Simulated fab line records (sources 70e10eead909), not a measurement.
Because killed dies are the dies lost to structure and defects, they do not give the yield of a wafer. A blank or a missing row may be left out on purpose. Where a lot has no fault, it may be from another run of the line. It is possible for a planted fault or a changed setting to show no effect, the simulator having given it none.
Matching of chambers    flow nand_harc    4 sister chambers for NHARC_A_CONTACT_ETCH_90 on rie_diel-08
The step etches the open film in CH3F/O2, target depth 40 nm, time 85.7 s. 4 wafers are shown with their chamber, then 8 later ones without.

WAFERS, EACH WITH ITS CHAMBER
wafer   chamber  showerhead_plenum_p_Torr (Torr)
L442.2  2        2.45
L442.3  3        2.31
L447.6  0        2.64
L448.3  1        2.40

WAFERS WITH NO CHAMBER GIVEN
wafer   showerhead_plenum_p_Torr (Torr)
L448.4  2.31
L448.5  2.40
L455.1  2.39
L455.4  2.44
L455.5  2.39
L456.1  2.39
L456.3  2.64
L456.5  2.30

EACH ONE'S CHAMBER
wafer   from the rows above  in truth
L448.4  3                    3
L448.5  1                    1
L455.1  1                    1
L455.4  2                    2
L455.5  1                    1
L456.1  1                    1
L456.3  0                    0
L456.5  3                    3
Placed correctly: 8 of 8. From these rows, 0 cannot be placed. Number placed wrongly: 0.
How it was worked out, from the rows above alone: a wafer's distance from a chamber is the root of the sum, over the readings, of the square of ((its reading less the chamber's mean) divided by the reading's scatter). If the next closest chamber is less than 2 further off than the closest, the wafer can't be placed; otherwise it belongs to the closest. Each chamber's mean is taken over the wafers shown for it. The scatter: with one shown wafer a chamber, the root of the mean of the squares of how far each hidden wafer lies from its nearest shown one.
